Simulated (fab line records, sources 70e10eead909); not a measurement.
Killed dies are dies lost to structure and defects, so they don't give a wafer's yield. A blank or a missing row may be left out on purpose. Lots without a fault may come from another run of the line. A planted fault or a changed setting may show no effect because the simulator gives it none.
fab line records | flow nand_harc
record lots=11 wafers=33 last_day=34
route steps=1302 shown A_CHANNEL_HOLE_D2@598 A_CHANNEL_FILL_D2@614 END@1302
lots that met no fault: from a run of the same line without faults
start_h: hours from the record's first day to the start of the lot's first wafer shown | wait_h: hours since the lot's step before | " the same as in the row above | L1.1+2: a row that stands for several wafers | - no value, or no start given | * or withheld: withheld | < > ~ a bound
route shown NAME@n: a module of which the file shows steps, and the number in the route of the first | usual: mean/standard deviation of fault-free wafers | same: alike in all rows | chamber/n: place in a boat | sites: the reading at each site | _std_site: their standard deviation | _edge_site: outer sites' mean less inner sites' | radius_mm: how far each site lies from the wafer's centre | mask NAME#n: copy n | behind: the tool/chamber that last shaped the wafer | hold: why the lot was held/for how many hours/how that ended | device: the transistor (n, p or np) that didn't switch | end of line: the same wafers' tests at the end of the route | a step without rows: its recipe alone | killed: dies lost to structure and defects at the first sort, not the wafer's yield | map: a wafer's dies, x killed, . not, _ none there
set.NAME: the setting as run; set.NAME@STEP: as run at that earlier step | model.NAME: the simulator's own value behind a step, which no gauge read
steps of the route over a sample of lots; a table a step, a row a wafer
services: from which hour (start_h, from the record's first day; less than 0 if before it) a tool's chamber was out of use, for how many hours, and why
## steps
# step NHARC_A_CHANNEL_HOLE_D2_ETCH_26
# recipe bias_v=300 source_w=2000 pressure_mtorr=30 time_s=224.1 ar_flow_sccm=375 c4f8_flow_sccm=11.4 o2_flow_sccm=113.6 temp_c=-20 target_depth_a=3000 chemistry=C4F8/O2/Ar
# usual c4f8_flow_sccm=11.40/0.032 drypump_motor_current_A=5.7/0.63 showerhead_plenum_p_Torr=3.71/0.19 throttle_valve_pct=24.582/0.01
# columns lot.wafer tool chamber start_h wait_h c4f8_flow_sccm drypump_motor_current_A rf_hours_counter_h showerhead_plenum_p_Torr throttle_valve_pct
L267.1 har_etch-02 1 313.56 0.7 11.40 5.9 370 3.46 24.608
L267.2 " 0 " " 11.40 6.6 370 3.66 24.581
L267.5 " 1 " " 11.41 5.9 - 3.46 24.579
L268.1 har_etch-01 1 317.93 0.6 11.40 5.1 160 3.67 24.582
L268.3 " 0 " " 11.43 5.0 - 3.57 24.580
L268.4 " 1 " " 11.36 5.1 - 3.67 24.575
L273.2 har_etch-01 1 380.25 0.7 11.37 5.1 195 3.65 24.581
L273.1 " 0 " " 11.41 5.1 195 3.56 24.587
L273.4 " 0 " " 11.43 5.1 - 3.56 24.595
L274.2 har_etch-01 1 388.59 0.7 11.32 5.1 203 3.65 24.577
L274.3 " 0 " " 11.36 5.0 - 3.55 24.584
L274.5 " 0 " " 11.42 5.0 - 3.55 24.555
L277.2 har_etch-02 0 416.28 0.7 11.44 6.6 15 3.98 24.601
L277.1 " 1 " " 11.38 5.9 15 3.98 24.573
L277.6 " 0 " " 11.41 6.6 - 3.98 24.577
L280.1 har_etch-01 1 443.30 0.6 11.40 5.1 241 3.63 24.597
L280.3 " 0 " " 11.38 5.1 - 3.53 24.590
L280.6 " 0 " " 11.35 5.1 - 3.53 24.591
L284.3 har_etch-02 0 480.53 0.5 11.38 6.6 - 3.96 24.577
L284.4 " 1 " " 11.41 6.0 - 3.96 24.589
L284.6 " 1 " " 11.43 5.9 - 3.96 24.574
L285.1 har_etch-01 1 482.65 0.6 11.45 5.1 264 3.61 24.604
L285.4 " 1 " " 11.39 5.1 - 3.61 24.571
L285.6 " 1 " " 11.39 5.1 - 3.61 24.572
L287.1 har_etch-02 1 515.29 0.7 11.41 5.9 72 3.95 24.594
L287.4 " 1 " " 11.36 6.0 - 3.95 24.604
L287.5 " 0 " " 11.42 6.6 - 3.95 24.582
L289.2 har_etch-01 0 530.58 0.6 11.34 5.1 287 3.51 24.580
L289.4 " 0 " " 11.30 5.1 - 3.51 24.573
L289.5 " 0 " " 11.36 5.1 - 3.51 24.580
L288.2 har_etch-02 0 531.64 0.6 11.42 6.6 80 3.94 24.580
L288.3 " 0 " " 11.40 6.6 - 3.94 24.611
L288.5 " 1 " " 11.36 5.9 - 3.94 24.575
# step NHARC_A_CHANNEL_HOLE_D2_ETCH_44
# recipe target_depth_a=1400 overetch_a=140 time_s=77 ion_energy_ev=100 cf4_flow_sccm=80 o2_flow_sccm=20 ar_flow_sccm=0 rf_w=300 bias_w=100 chemistry=CF4/O2
# usual bias_w=100.0/0.32 drypump_motor_current_A=5.6/0.49 oes_ar_750_au=1.000/0.0048 oes_product_au=0.999/0.01 rf_vpp_V=197.6/1.3 showerhead_plenum_p_Torr=1.32/0.046 throttle_valve_pct=13.398/0.0086
# columns lot.wafer tool chamber start_h wait_h bias_w drypump_motor_current_A oes_ar_750_au oes_product_au rf_hours_counter_h rf_vpp_V showerhead_plenum_p_Torr throttle_valve_pct
L267.1 rie_diel-09 3 314.52 0.1 100.0 5.7 1.004 0.998 10 196.5 1.30 13.407
L267.2 " 1 " " 100.0 4.8 0.993 0.984 10 195.6 1.26 13.398
L267.5 " 3 " " 99.5 5.7 0.991 0.991 - 195.7 1.30 13.402
L268.1 rie_diel-03 1 318.85 0.1 99.4 6.0 1.000 0.986 1 198.5 1.34 13.393
L268.4 " 2 " " 99.9 6.0 1.005 0.988 1 199.4 1.35 13.390
L268.3 " 3 " " 100.1 6.1 1.005 0.993 1 196.1 1.27 13.399
L273.1 rie_diel-09 0 381.20 0.1 100.6 5.8 1.007 0.996 3 201.1 1.38 13.384
L273.4 " 2 " " 99.9 5.0 1.003 1.010 3 197.5 1.27 13.390
L273.2 " 3 " " 100.1 5.7 0.995 0.992 3 198.0 1.30 13.385
L274.3 rie_diel-09 3 389.54 0.1 99.9 5.8 1.000 1.002 4 198.3 1.30 13.383
L274.2 " 1 " " 99.7 4.8 0.998 0.997 3 196.1 1.26 13.386
L274.5 " 2 " " 100.6 5.1 1.005 1.010 - 195.6 1.27 13.411
L277.1 rie_diel-03 1 417.23 0.1 100.1 6.1 0.997 0.984 6 196.9 1.34 13.411
L277.2 " 0 " " 100.4 5.4 1.000 1.016 7 197.3 1.36 13.388
L277.6 " 1 " " 99.9 6.1 0.999 0.991 - 197.8 1.34 13.386
L280.3 rie_diel-09 2 444.21 0.0 100.0 5.0 0.991 1.008 8 196.1 1.27 13.396
L280.1 " 1 " " 100.1 4.8 1.007 1.005 7 195.5 1.26 13.412
L280.6 " 2 " " 99.9 5.0 0.994 1.009 - 196.3 1.27 13.408
L284.4 rie_diel-03 3 481.42 0.1 100.5 6.1 1.005 0.987 1 196.4 1.26 13.390
L284.3 " 0 " " 99.8 5.5 1.003 0.997 1 197.6 1.36 13.404
L284.6 " 1 " " 99.6 6.0 0.999 0.973 - 198.1 1.34 13.414
L285.4 rie_diel-09 2 483.57 0.1 100.4 5.0 0.998 1.002 10 198.6 1.27 13.395
L285.1 " 0 " " 99.8 5.9 1.001 1.002 10 198.4 1.38 13.400
L285.6 " 2 " " 99.3 5.0 1.005 1.003 - 196.9 1.27 13.399
L287.4 rie_diel-02 2 516.26 0.1 99.7 4.9 0.998 0.994 6 199.4 1.32 13.411
L287.1 " 3 " " 100.0 6.4 0.992 1.000 7 198.7 1.39 13.394
L287.5 " 1 " " 100.6 6.1 1.000 0.987 - 199.5 1.39 13.403
L289.4 rie_diel-03 1 531.49 0.0 100.3 6.0 1.006 0.994 4 197.3 1.34 13.387
L289.2 " 0 " " 99.6 5.5 0.997 1.003 5 200.0 1.36 13.400
L289.5 " 1 " " 100.0 6.1 0.992 0.994 - 198.0 1.34 13.410
L288.3 rie_diel-09 2 532.56 0.1 100.1 5.1 1.010 0.999 1 194.2 1.27 13.389
L288.2 " 3 " " 99.8 5.7 1.004 1.004 1 196.3 1.30 13.411
L288.5 " 1 " " 100.3 4.8 1.008 0.982 - 196.0 1.26 13.393
# step NHARC_A_CHANNEL_HOLE_D2_PRECLEAN_29
# recipe time_s=* temp_c=50 bath_age_min=0 chemistry=SC1
# usual bath_guard_temp_C=50.0/0.57 bath_heat_duty_pct=7.3/0.77
# columns lot.wafer tool chamber start_h wait_h bath_guard_temp_C bath_heat_duty_pct
L267.5 wet_bench-03 0 315.17 - 50.0 8.0
L267.2 " 1 " " 50.3 8.2
L267.1 " 4 " " 49.1 7.8
L268.3 wet_bench-05 4 319.50 - 50.2 7.2
L268.4 " 5 " " 50.9 5.3
L268.1 " 6 " " 50.3 5.5
L273.2 wet_bench-06 4 381.86 - 49.6 7.2
L273.4 " 5 " " 50.5 6.2
L273.1 " 0 " " 50.6 7.4
L274.3 wet_bench-06 0 390.20 - 51.0 7.7
L274.2 " 1 " " 50.1 6.4
L274.5 " 2 " " 50.0 8.3
L277.1 wet_bench-06 2 417.88 - 50.3 8.1
L277.2 " 4 " " 49.6 7.0
L277.6 " 5 " " 50.9 6.6
L280.6 wet_bench-03 5 444.88 - 49.7 6.5
L280.3 " 6 " " 49.0 8.2
L280.1 " 0 " " 49.9 7.5
L284.3 wet_bench-06 3 482.06 - 49.1 6.2
L284.6 " 6 " " 49.9 7.6
L284.4 " 7 " " 49.9 7.2
L285.4 wet_bench-03 1 484.21 - 50.7 7.9
L285.1 " 3 " " 49.7 7.2
L285.6 " 4 " " 49.0 7.4
L287.5 wet_bench-03 2 516.91 - 49.7 7.4
L287.4 " 4 " " 48.8 7.6
L287.1 " 7 " " 50.2 6.2
L289.2 wet_bench-06 1 532.16 - 50.4 6.2
L289.4 " 2 " " 50.6 8.6
L289.5 " 3 " " 49.1 6.9
L288.2 wet_bench-03 3 533.21 - 49.5 7.7
L288.5 " 5 " " 49.3 6.2
L288.3 " 6 " " 48.9 9.0
# step NHARC_A_CHANNEL_HOLE_D2_INSPECT_40
# usual raw_defect_count=287/78
# columns lot.wafer tool chamber start_h wait_h raw_defect_count
L267.1 defect_inspect-02 - 315.48 - 419
L267.2 " - " " 291
L267.5 " - " " 466
L268.1 defect_inspect-02 - 319.87 - 261
L268.3 " - " " 289
L268.4 " - " " 494
L273.1 defect_inspect-02 - 382.18 - 156
L273.2 " - " " 341
L273.4 " - " " 302
L274.2 defect_inspect-02 - 390.51 - 1213
L274.3 " - " " 1307
L274.5 " - " " 1272
L277.1 defect_inspect-02 - 418.22 - 1196
L277.2 " - " " 998
L277.6 " - " " 1179
L280.1 defect_inspect-01 - 445.19 - 173
L280.3 " - " " 251
L280.6 " - " " 191
L284.3 defect_inspect-01 - 482.39 - 376
L284.4 " - " " 224
L284.6 " - " " 279
L285.1 defect_inspect-01 - 484.54 - 252
L285.4 " - " " 379
L285.6 " - " " 270
L287.1 defect_inspect-02 - 517.24 - 271
L287.4 " - " " 186
L287.5 " - " " 177
L289.2 defect_inspect-01 - 532.47 - 178
L289.4 " - " " 218
L289.5 " - " " 292
L288.2 defect_inspect-01 - 533.54 - 202
L288.3 " - " " 141
L288.5 " - " " 162
# step NHARC_A_CHANNEL_FILL_D2_ALD_14
# recipe target_thk_a=25 pulse_time_s=10 ald_cycles=25 temp_c=300 material=SiO2
# usual heater_power_w=491/45 precursor_pulse_height_rel=1.001/0.021
# columns lot.wafer tool chamber start_h wait_h heater_power_w precursor_pulse_height_rel
L267.2 ald_hk-01 0 325.00 2.4 503 0.974
L267.1 " 2 " " 507 0.962
L267.5 " 3 " " 483 1.025
L268.3 ald_hk-03 3 327.03 0.0 631 0.968
L268.4 " 1 " " 570 1.004
L268.1 " 2 " " 502 0.986
L273.1 ald_hk-04 1 389.46 0.0 485 1.037
L273.2 " 2 " " 453 1.015
L273.4 " 0 " " 440 1.053
L274.2 ald_hk-01 3 397.81 0.1 498 1.005
L274.3 " 2 " " 499 1.052
L274.5 " 0 " " 512 0.965
L277.1 ald_hk-04 2 425.48 0.0 466 1.050
L277.2 " 0 " " 442 1.014
L277.6 " 3 " " 462 0.998
L280.1 ald_hk-01 0 451.47 0.1 512 0.977
L280.3 " 2 " " 505 0.994
L280.6 " 0 " " 516 0.988
L285.4 ald_hk-03 2 489.91 0.4 474 0.986
L285.1 " 3 " " 606 1.027
L285.6 " 2 " " 480 1.007
L284.4 ald_hk-03 2 490.14 0.6 502 1.017
L284.3 " 3 " " 599 1.016
L284.6 " 3 " " 597 1.018
L287.4 ald_hk-03 2 523.98 0.0 488 1.022
L287.1 " 1 " " 554 1.003
L287.5 " 2 " " 486 1.012
L288.2 ald_hk-03 0 539.67 0.0 456 0.954
L288.3 " 1 " " 567 1.015
L288.5 " 0 " " 462 1.002
L289.2 ald_hk-01 0 539.71 0.1 522 0.994
L289.4 " 2 " " 540 1.008
L289.5 " 3 " " 512 1.009
# step NHARC_END_SORT_01
# recipe temp_c=25
# usual killed_at_array=53/18 killed_at_other=0.8/1.1 killed_at_periphery=4.1/2.7 killed_dies=58/18 killed_open=3.1/1.7 killed_short=2.7/1.7
# same gross_dies=677
# columns lot.wafer tool chamber start_h wait_h killed_at_array killed_at_other killed_at_periphery killed_dies killed_open killed_short
L267.1 prober-01 0 600.06 2.5 67 0 9 76 1 2
L267.2 prober-01 0 600.86 2.8 35 1 1 37 2 1
L267.5 prober-01 0 603.25 3.7 62 1 4 67 4 0
L268.1 prober-02 0 607.70 2.5 30 3 5 38 3 4
L268.3 prober-02 0 609.31 3.1 39 4 9 52 3 3
L268.4 prober-02 0 610.11 3.4 48 3 6 57 7 5
L273.1 prober-02 0 651.61 2.5 32 0 3 35 1 4
L273.2 prober-02 0 652.41 2.8 17 1 9 27 4 2
L273.4 prober-02 0 654.02 3.4 21 1 5 27 2 1
L274.2 prober-01 0 658.05 2.8 180 0 2 182 3 3
L274.3 prober-01 0 658.85 3.1 105 0 5 110 4 4
L274.5 prober-01 0 660.46 3.7 153 0 2 155 2 6
L277.1 prober-01 0 678.77 2.5 122 1 4 127 2 0
L277.2 prober-01 0 679.57 2.8 110 1 3 114 2 1
L277.6 prober-01 0 682.74 4.0 150 0 3 153 3 3
L280.1 prober-02 0 698.39 2.8 37 0 0 37 2 2
L280.3 prober-02 0 699.99 3.4 51 0 2 53 3 6
L280.6 prober-02 0 702.39 4.3 40 0 0 40 2 1
L285.1 prober-01 0 752.87 2.5 89 1 5 95 1 0
L285.4 prober-01 0 755.23 3.4 71 0 1 72 4 2
L285.6 prober-01 0 756.81 3.9 70 0 4 74 3 1
L284.3 prober-01 0 763.94 3.1 37 0 3 40 4 1
L284.4 prober-01 0 764.75 3.4 29 0 5 34 3 3
L284.6 prober-01 0 766.36 4.0 35 1 2 38 3 5
L287.1 prober-02 0 770.83 2.5 51 3 1 55 2 2
L287.4 prober-02 0 773.18 3.4 46 2 4 52 5 4
L287.5 prober-02 0 773.96 3.6 45 3 3 51 2 3
L289.2 prober-02 0 801.84 2.8 72 0 5 77 1 2
L289.4 prober-02 0 803.46 3.4 90 1 3 94 2 4
L289.5 prober-02 0 804.26 3.7 72 2 4 78 4 4
L288.2 prober-01 0 805.75 2.8 35 0 1 36 2 4
L288.3 prober-01 0 806.55 3.1 44 0 10 54 4 6
L288.5 prober-01 0 808.15 3.7 39 0 6 45 3 2
# killed by level:class
L267.1 A_CHANNEL_HOLE_D2:chamber_film_flake=35 A_SLIT:chamber_film_flake=24 P_GATE:chamber_film_flake=5 A_STAIRCASE:chamber_film_flake=3 P_ZERO_WELL:chamber_film_flake=2 P_CONTACT:geometric_particle:short=1 A_SGD_CUT:geometric_particle:short=1 A_CONTACT:geometric_particle:open=1
L267.2 A_SLIT:chamber_film_flake=17 A_CHANNEL_HOLE_D2:chamber_film_flake=12 A_M1:geometric_particle:open=2 A_CHANNEL_FILL_D1:geometric_particle:short=1 P_GATE:chamber_film_flake=1 A_STAIRCASE:chamber_film_flake=1 A_WL_FILL:chamber_film_flake=1 A_CONTACT:chamber_film_flake=1
L267.5 A_CHANNEL_HOLE_D2:chamber_film_flake=33 A_SLIT:chamber_film_flake=21 A_STAIRCASE:chamber_film_flake=3 A_WL_FILL:chamber_film_flake=2 P_GATE:geometric_particle:open=1 P_M0:geometric_particle:open=1 A_CHANNEL_FILL_D1:geometric_particle:open=1 A_DECK1_JOINT:geometric_particle:open=1
L268.1 A_SLIT:chamber_film_flake=17 A_CHANNEL_FILL_D2:geometric_particle:open=3 A_CHANNEL_HOLE_D2:chamber_film_flake=3 THIN_TSV:chamber_film_flake=3 P_GATE:chamber_film_flake=2 P_CONTACT:chamber_film_flake=2 A_CONTACT:chamber_film_flake=2 A_CHANNEL_FILL_D2:geometric_particle:short=1
L268.3 A_SLIT:chamber_film_flake=16 A_CHANNEL_HOLE_D2:chamber_film_flake=9 P_CONTACT:chamber_film_flake=4 A_CONTACT:chamber_film_flake=4 P_GATE:chamber_film_flake=3 A_ZERO_WELL:chamber_film_flake=3 THIN_TSV:chamber_film_flake=3 A_M1:geometric_particle:open=2
L268.4 A_SLIT:chamber_film_flake=24 A_CHANNEL_HOLE_D2:chamber_film_flake=4 THIN_TSV:chamber_film_flake=3 A_WL_FILL:chamber_film_flake=3 A_CONTACT:chamber_film_flake=3 P_STI:chamber_film_flake=2 A_CHANNEL_FILL_D2:chamber_film_flake=2 P_CONTACT:geometric_particle:open=1
L273.1 A_CHANNEL_HOLE_D2:chamber_film_flake=13 A_CHANNEL_HOLE_D1:chamber_film_flake=5 P_ZERO_WELL:chamber_film_flake=3 A_SLIT:chamber_film_flake=3 A_WL_FILL:chamber_film_flake=2 A_DECK1_JOINT:geometric_particle:open=1 A_DECK1_JOINT:geometric_particle:short=1 A_ONON_D2:geometric_particle:short=1
L273.2 P_ZERO_WELL:chamber_film_flake=6 A_CHANNEL_HOLE_D2:chamber_film_flake=6 P_GATE:chamber_film_flake=3 A_CHANNEL_FILL_D1:geometric_particle:short=2 A_CHANNEL_HOLE_D1:chamber_film_flake=2 A_WL_FILL:chamber_film_flake=2 A_ONON_D1:geometric_particle:open=1 A_CHANNEL_HOLE_D2:geometric_particle:open=1
L273.4 A_CHANNEL_HOLE_D2:chamber_film_flake=9 A_CHANNEL_HOLE_D1:chamber_film_flake=6 P_GATE:chamber_film_flake=3 P_M0:geometric_particle:open=1 A_ONON_D2:geometric_particle:open=1 A_WL_FILL:geometric_particle:short=1 P_ZERO_WELL:chamber_film_flake=1 A_DECK1_JOINT:chamber_film_flake=1
L274.2 A_CHANNEL_HOLE_D2:unspecified=85 A_SLIT:chamber_film_flake=36 A_CHANNEL_HOLE_D1:chamber_film_flake=30 A_CHANNEL_HOLE_D2:chamber_film_flake=12 A_STAIRCASE:chamber_film_flake=4 A_CONTACT:chamber_film_flake=4 A_ONON_D1:geometric_particle:short=3 P_STI:chamber_film_flake=2
L274.3 A_CHANNEL_HOLE_D2:unspecified=31 A_SLIT:chamber_film_flake=26 A_CHANNEL_HOLE_D1:chamber_film_flake=16 A_CHANNEL_HOLE_D2:chamber_film_flake=13 A_STAIRCASE:chamber_film_flake=9 A_CHANNEL_HOLE_D2:geometric_particle:open=2 P_STI:chamber_film_flake=2 A_DECK1_JOINT:chamber_film_flake=2
L274.5 A_CHANNEL_HOLE_D2:unspecified=87 A_SLIT:chamber_film_flake=27 A_CHANNEL_HOLE_D2:chamber_film_flake=12 A_CHANNEL_HOLE_D1:chamber_film_flake=10 A_STAIRCASE:chamber_film_flake=6 A_CONTACT:chamber_film_flake=3 A_CHANNEL_FILL_D1:geometric_particle:short=2 A_CHANNEL_FILL_D1:chamber_film_flake=2
L277.1 A_CHANNEL_HOLE_D2:unspecified=87 A_SLIT:chamber_film_flake=20 A_CHANNEL_HOLE_D1:chamber_film_flake=7 P_CONTACT:chamber_film_flake=3 A_DECK1_JOINT:chamber_film_flake=2 A_WL_FILL:chamber_film_flake=2 P_GATE:geometric_particle:open=1 A_CONTACT:geometric_particle:open=1
L277.2 A_CHANNEL_HOLE_D2:unspecified=66 A_SLIT:chamber_film_flake=31 A_CHANNEL_HOLE_D1:chamber_film_flake=3 P_CONTACT:chamber_film_flake=2 A_WL_FILL:chamber_film_flake=2 A_CONTACT:chamber_film_flake=2 A_DECK1_JOINT:geometric_particle:short=1 A_WL_FILL:geometric_particle:open=1
L277.6 A_CHANNEL_HOLE_D2:unspecified=101 A_SLIT:chamber_film_flake=36 A_DECK1_JOINT:geometric_particle:short=2 P_CONTACT:chamber_film_flake=2 A_CHANNEL_HOLE_D1:chamber_film_flake=2 A_CONTACT:chamber_film_flake=2 P_M0:geometric_particle:short=1 A_SOURCE_PLATE:geometric_particle:open=1
L280.1 A_CHANNEL_HOLE_D2:chamber_film_flake=14 A_CHANNEL_HOLE_D1:chamber_film_flake=6 A_SLIT:chamber_film_flake=4 A_DECK1_JOINT:chamber_film_flake=3 A_WL_FILL:chamber_film_flake=3 A_ONON_D2:geometric_particle:open=2 A_SGD_CUT:geometric_particle:short=1 A_WL_FILL:geometric_particle:short=1
L280.3 A_CHANNEL_HOLE_D2:chamber_film_flake=25 A_CHANNEL_HOLE_D1:chamber_film_flake=11 A_WL_FILL:chamber_film_flake=3 A_ONON_D2:geometric_particle:open=2 A_SLIT:chamber_film_flake=2 A_CONTACT:chamber_film_flake=2 P_GATE:geometric_particle:open=1 P_GATE:geometric_particle:short=1
L280.6 A_CHANNEL_HOLE_D2:chamber_film_flake=22 A_WL_FILL:chamber_film_flake=6 A_CHANNEL_HOLE_D1:chamber_film_flake=5 A_M0:geometric_particle:open=2 A_CHANNEL_FILL_D1:chamber_film_flake=2 A_SLIT:chamber_film_flake=2 A_ONON_D2:geometric_particle:short=1
L285.1 A_CHANNEL_HOLE_D1:chamber_film_flake=36 A_SLIT:chamber_film_flake=25 A_CHANNEL_HOLE_D2:chamber_film_flake=19 A_CONTACT:chamber_film_flake=4 P_GATE:chamber_film_flake=3 A_STAIRCASE:chamber_film_flake=3 P_ZERO_WELL:chamber_film_flake=2 A_M0:geometric_particle:open=1
L285.4 A_SLIT:chamber_film_flake=33 A_CHANNEL_HOLE_D2:chamber_film_flake=16 A_CHANNEL_HOLE_D1:chamber_film_flake=9 A_STAIRCASE:chamber_film_flake=2 A_CHANNEL_FILL_D2:chamber_film_flake=2 A_CHANNEL_FILL_D1:geometric_particle:open=1 A_ONON_D2:geometric_particle:open=1 A_CHANNEL_FILL_D2:geometric_particle:short=1
L285.6 A_SLIT:chamber_film_flake=35 A_CHANNEL_HOLE_D2:chamber_film_flake=17 A_CHANNEL_HOLE_D1:chamber_film_flake=13 P_GATE:chamber_film_flake=2 A_CHANNEL_FILL_D2:geometric_particle:short=1 A_SGD_CUT:geometric_particle:open=1 A_BLC:geometric_particle:open=1 A_M0:geometric_particle:open=1
L284.3 A_CHANNEL_HOLE_D1:chamber_film_flake=13 A_SLIT:chamber_film_flake=7 A_STAIRCASE:chamber_film_flake=4 A_ZERO_WELL:chamber_film_flake=3 A_CHANNEL_HOLE_D2:chamber_film_flake=3 A_CONTACT:chamber_film_flake=3 P_STI:geometric_particle:open=1 A_SOURCE_PLATE:geometric_particle:open=1
L284.4 A_CHANNEL_HOLE_D1:chamber_film_flake=10 A_SLIT:chamber_film_flake=6 A_CONTACT:chamber_film_flake=5 A_STAIRCASE:chamber_film_flake=2 P_M0:geometric_particle:short=1 P_M2:geometric_particle:open=1 A_DECK1_JOINT:geometric_particle:short=1 A_CHANNEL_HOLE_D2:geometric_particle:open=1
L284.6 A_CHANNEL_HOLE_D1:chamber_film_flake=8 A_CONTACT:chamber_film_flake=7 A_SLIT:chamber_film_flake=7 A_STAIRCASE:chamber_film_flake=6 P_GATE:geometric_particle:short=1 P_M1:geometric_particle:open=1 A_ONON_D1:geometric_particle:short=1 A_ONON_D2:geometric_particle:open=1
L287.1 A_SLIT:chamber_film_flake=34 A_CONTACT:chamber_film_flake=6 A_CHANNEL_HOLE_D1:chamber_film_flake=2 A_DECK1_JOINT:chamber_film_flake=2 THIN_TSV:chamber_film_flake=2 A_ONON_D2:geometric_particle:short=1 A_CHANNEL_FILL_D2:geometric_particle:open=1 A_CONTACT:geometric_particle:open=1
L287.4 A_SLIT:chamber_film_flake=21 A_CONTACT:chamber_film_flake=9 A_DECK1_JOINT:geometric_particle:open=2 P_M2:chamber_film_flake=2 A_CHANNEL_HOLE_D1:chamber_film_flake=2 A_STAIRCASE:chamber_film_flake=2 A_CHANNEL_HOLE_D1:geometric_particle:open=1 A_CHANNEL_FILL_D1:geometric_particle:open=1
L287.5 A_SLIT:chamber_film_flake=30 A_CONTACT:chamber_film_flake=8 A_CHANNEL_HOLE_D1:chamber_film_flake=2 THIN_TSV:chamber_film_flake=2 P_M0:geometric_particle:open=1 A_DECK1_JOINT:geometric_particle:short=1 A_ONON_D2:geometric_particle:short=1 A_M0:geometric_particle:open=1
L289.2 A_CHANNEL_HOLE_D2:chamber_film_flake=29 A_SLIT:chamber_film_flake=23 A_CHANNEL_HOLE_D1:chamber_film_flake=12 P_M2:chamber_film_flake=3 A_STAIRCASE:chamber_film_flake=3 P_STI:chamber_film_flake=2 A_CONTACT:chamber_film_flake=2 A_ONON_D1:geometric_particle:open=1
L289.4 A_SLIT:chamber_film_flake=28 A_CHANNEL_HOLE_D2:chamber_film_flake=27 A_CHANNEL_HOLE_D1:chamber_film_flake=19 A_CONTACT:chamber_film_flake=7 P_M2:chamber_film_flake=2 A_STAIRCASE:chamber_film_flake=2 P_M0:geometric_particle:open=1 A_DECK1_JOINT:geometric_particle:short=1
L289.5 A_CHANNEL_HOLE_D2:chamber_film_flake=25 A_SLIT:chamber_film_flake=21 A_CHANNEL_HOLE_D1:chamber_film_flake=13 A_STAIRCASE:chamber_film_flake=4 A_CHANNEL_FILL_D2:chamber_film_flake=2 P_STI:geometric_particle:short=1 P_CONTACT:geometric_particle:open=1 P_M0:geometric_particle:open=1
L288.2 A_CHANNEL_HOLE_D1:chamber_film_flake=15 A_STAIRCASE:chamber_film_flake=6 A_SLIT:chamber_film_flake=6 A_DECK1_JOINT:geometric_particle:short=2 A_CHANNEL_HOLE_D2:geometric_particle:short=1 A_CHANNEL_FILL_D2:geometric_particle:open=1 A_CHANNEL_FILL_D2:geometric_particle:short=1 A_M0:geometric_particle:open=1
L288.3 A_CHANNEL_HOLE_D1:chamber_film_flake=14 A_SLIT:chamber_film_flake=8 P_GATE:chamber_film_flake=7 A_STAIRCASE:chamber_film_flake=6 A_CONTACT:chamber_film_flake=5 A_ONON_D1:geometric_particle:short=2 A_M0:geometric_particle:open=2 P_M1:geometric_particle:short=1
L288.5 A_CHANNEL_HOLE_D1:chamber_film_flake=19 A_SLIT:chamber_film_flake=5 P_GATE:chamber_film_flake=4 A_CONTACT:chamber_film_flake=4 A_CHANNEL_HOLE_D2:chamber_film_flake=2 A_STAIRCASE:chamber_film_flake=2 A_WL_FILL:chamber_film_flake=2 P_CONTACT:geometric_particle:open=1
## services
# columns tool chamber start_h hours kind
rie_diel-03 3 298.58 2.8 repair
rie_diel-09 0 299.16 - clean
har_etch-02 - 302.92 3.0 repair
wet_bench-03 - 306.27 1.7 repair
ald_hk-03 - 308.91 1.0 repair
rie_diel-09 - 320.10 9.0 pm
rie_diel-09 1 338.98 1.4 repair
rie_diel-09 1 352.78 7.3 repair
wet_bench-06 - 369.62 8.0 pm
har_etch-02 - 377.23 17.0 pm
wet_bench-03 - 386.40 8.0 pm
rie_diel-09 1 393.07 5.0 repair
rie_diel-02 - 393.70 9.0 pm
ald_hk-04 - 394.79 1.0 repair
ald_hk-01 - 416.20 0.6 repair
wet_bench-05 - 432.45 6.1 repair
ald_hk-04 - 433.37 10.0 pm
wet_bench-03 - 447.67 2.8 repair
rie_diel-03 - 458.30 9.0 pm
rie_diel-02 2 469.60 8.9 repair
rie_diel-03 2 483.70 2.8 repair
rie_diel-09 3 492.84 4.4 repair
rie_diel-09 - 497.10 9.0 pm
wet_bench-03 - 512.75 1.6 repair
## key
first_sign step=NHARC_A_CHANNEL_HOLE_D2_INSPECT_40 reading=raw_defect_count direction=up sigmas=12 usual=287 struck=1194
effect step=NHARC_END_SORT_01 reading=killed_at_array direction=up sigmas=4.6 usual=53 struck=137
more_kills_born_at NHARC_A_CHANNEL_HOLE_D2_PRECLEAN_29@wet_bench-06=457
met_at NHARC_A_CHANNEL_HOLE_D2_PRECLEAN_29
struck_lots L274,L277
tester_left_out L274,L277
not_acting_at NHARC_A_CHANNEL_HOLE_D2_ETCH_26,NHARC_A_CHANNEL_HOLE_D2_ETCH_44,NHARC_A_CHANNEL_FILL_D2_ALD_14
onset_between 381.86 390.20
fault kind=chamber_particle_source tool=wet_bench-06 chamber=- onset_h=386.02 steps=NHARC_A_CHANNEL_HOLE_D2_PRECLEAN_29 rate_per_visit_cm2=1.3104 end_h=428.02
# tester_left_out: of these lots the tester's yield and bins aren't shown, on N5 and GAA mostly nor the transistor test; their killed dies are dies lost to structure and defects alone, not to doping, threshold or leakage, so they don't give the yield
